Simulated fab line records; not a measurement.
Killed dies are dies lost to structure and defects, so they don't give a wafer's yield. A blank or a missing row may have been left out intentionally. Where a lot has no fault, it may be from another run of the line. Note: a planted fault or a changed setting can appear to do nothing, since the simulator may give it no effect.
Split-lot experiment -- flow n5-finfet -- 21 wafers read from 7 lots, route of 1938 steps

## ON THE SPLIT
At N5_BEOL_M15_EXPOSE_25 (exposes mask M15, target cd 400 nm), the setting dose-mj was moved away from the recipe's 35.5 on 6 of the 21 wafers read, by -5.2% to +5.1%. This setting was run at the recipe's value on the other wafers.

## FROM THE SPLIT TO THE READING: what the file shows between them, 3 steps
- N5_BEOL_M15_PEB_26: peb time 90 s
- N5_BEOL_M15_DEVELOP_27: develop time 45 s
- N5_BEOL_M15_HARDBAKE_32: time 120 s

## THE READING
Shown in nm: cd-nm at N5_BEOL_M15_CD_MEAS_28, with target cd 407.6 nm. On this fab line, fault-free wafers typically give 408.1 nm with a standard deviation of 1.8 nm.

wafer,"tool, chamber at the split",dose-mj as run,against the recipe,"cd-nm, nm",against lot-mates on the recipe
L076.2,"krf-scanner-02, 0",35.5,recipe,406.4,-
L076.3,"krf-scanner-02, 0",35.5,recipe,405.8,-
L076.4,"krf-scanner-02, 0",35.5,recipe,407.5,-
L078.2,"krf-scanner-02, 0",33.66,-5.2%,399.1,-7.7
L078.3,"krf-scanner-02, 0",35.5,recipe,406.8,-
L078.5,"krf-scanner-02, 0",33.66,-5.2%,399.3,-7.5
L079.2,"krf-scanner-01, 0",35.5,recipe,407.3,-
L079.3,"krf-scanner-01, 0",35.5,recipe,408.2,-
L079.5,"krf-scanner-01, 0",35.5,recipe,407.1,-
L080.4,"krf-scanner-02, 0",34.28,-3.4%,404.4,-3.4
L080.5,"krf-scanner-02, 0",35.5,recipe,407.8,-
L080.6,"krf-scanner-02, 0",34.28,-3.4%,404.7,-3.1
L093.1,"krf-scanner-01, 0",35.5,recipe,406.4,-
L093.3,"krf-scanner-01, 0",35.5,recipe,408.7,-
L093.6,"krf-scanner-01, 0",35.5,recipe,407.3,-
L094.3,"krf-scanner-01, 0",35.5,recipe,411.0,-
L094.4,"krf-scanner-01, 0",35.5,recipe,409.3,-
L094.5,"krf-scanner-01, 0",37.31,+5.1%,416.9,+6.8
L095.2,"krf-scanner-02, 0",35.5,recipe,404.9,-
L095.3,"krf-scanner-02, 0",35.5,recipe,409.7,-
L095.4,"krf-scanner-02, 0",34.44,-3.0%,404.1,-3.2

THE FIT
A straight line over all 21 wafers: cd-nm changes by +1.52 nm for each +1% of dose-mj; r = +0.91; the points scatter about the line by 1.6 nm.
The same after taking each lot's own level away (the mean of its wafers on the recipe; 21 wafers): +1.3 nm for each +1%; r = +0.94; scatter 1.1 nm.
The reading moves by 6.8 nm for the largest change in dose-mj, on that fit.
From 406.57 to 410.15 nm: that is the span of the lots' own levels, equal to 2.0 times the standard deviation above.
So the slope is not independent of the lot-to-lot level: the two fits are not the same.
Check: for one of the wafers moved furthest among these (-5.2%), held out of the fit, the line's prediction against its lot-mates is -6.35 nm. It came out at -7.7 nm against them.

## THE WHOLE CHAIN: every reading that the file lists as answering this split, in the file's order
step,what it does,reading,change (the file's fit),r (the file's)
N5_BEOL_M15_CD_MEAS_28,target cd 407.6 nm,cd-nm,+1.28 nm for each +1% of the setting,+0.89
N5_BEOL_M15_DESCUM_33,"chemistry O2, time 7.9 s","BEOL_M15.cd-nm (the simulator's own value, which no gauge read)",+1.32 nm for each +1% of the setting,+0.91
N5_BEOL_M15_TRENCH_ETCH_34,"etches SiO2 in C4F8/O2/Ar, target depth 872.93 nm, time 199 s","BEOL_M15.cd-nm (the simulator's own value, which no gauge read)",+1.37 nm for each +1% of the setting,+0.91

## FILE'S OWN FIT
cd-nm changes by +1.28 nm for each +1% of dose-mj, r = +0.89.
